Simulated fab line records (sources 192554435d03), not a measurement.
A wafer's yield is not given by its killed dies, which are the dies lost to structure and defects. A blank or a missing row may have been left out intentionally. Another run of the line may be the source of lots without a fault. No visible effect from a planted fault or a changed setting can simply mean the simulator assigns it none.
Chamber matching | flow n5_finfet | N5_HKMG_FIN_ETCH_54 on rie_diel-04 has 4 sister chambers
The step etches SiARC in CF4, target depth 45.5 nm, time 75.8 s. 4 wafers are shown with their chamber, then 11 later ones without.

== WAFERS, EACH WITH ITS CHAMBER ==
wafer  | chamber | showerhead_plenum_p_Torr (Torr)
L084.3 | 1       | 2.10
L084.5 | 3       | 2.11
L084.6 | 2       | 2.13
L086.1 | 0       | 2.06

== WAFERS WITH NO CHAMBER GIVEN ==
wafer  | showerhead_plenum_p_Torr (Torr)
L086.3 | 2.13
L086.4 | 2.10
L088.2 | 2.09
L088.5 | 2.13
L088.6 | 2.09
L090.1 | 2.09
L090.2 | 2.13
L090.3 | 2.10
L097.2 | 2.10
L097.3 | 2.12
L097.6 | 2.10

== WHICH CHAMBER EACH WENT THROUGH ==
wafer  | from the rows above          | in truth
L086.3 | 2                            | 2
L086.4 | can't be placed: 1 or 3      | 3
L088.2 | can't be placed: 1 or 3      | 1
L088.5 | 2                            | 2
L088.6 | can't be placed: 1 or 3      | 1
L090.1 | can't be placed: 1 or 3      | 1
L090.2 | 2                            | 2
L090.3 | can't be placed: 1 or 3      | 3
L097.2 | can't be placed: 1 or 3      | 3
L097.3 | can't be placed: 2 or 3 or 1 | 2
L097.6 | can't be placed: 1 or 3      | 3
Placed correctly: 3 of 11. Cannot be placed on the basis of these rows: 8; the candidates contain the true chamber in 8. 0 placed wrongly.
How it was worked out, from the rows above alone: a wafer's distance from a chamber is the root of the sum, over the readings, of the square of ((its reading less the chamber's mean) divided by the reading's scatter). The wafer belongs to the nearest chamber; if the next one is less than 2 further off, it can't be placed. A chamber's mean is the mean of its shown wafers. The scatter: root of mean squared gap, hidden wafer to nearest shown wafer, with one shown wafer a chamber.
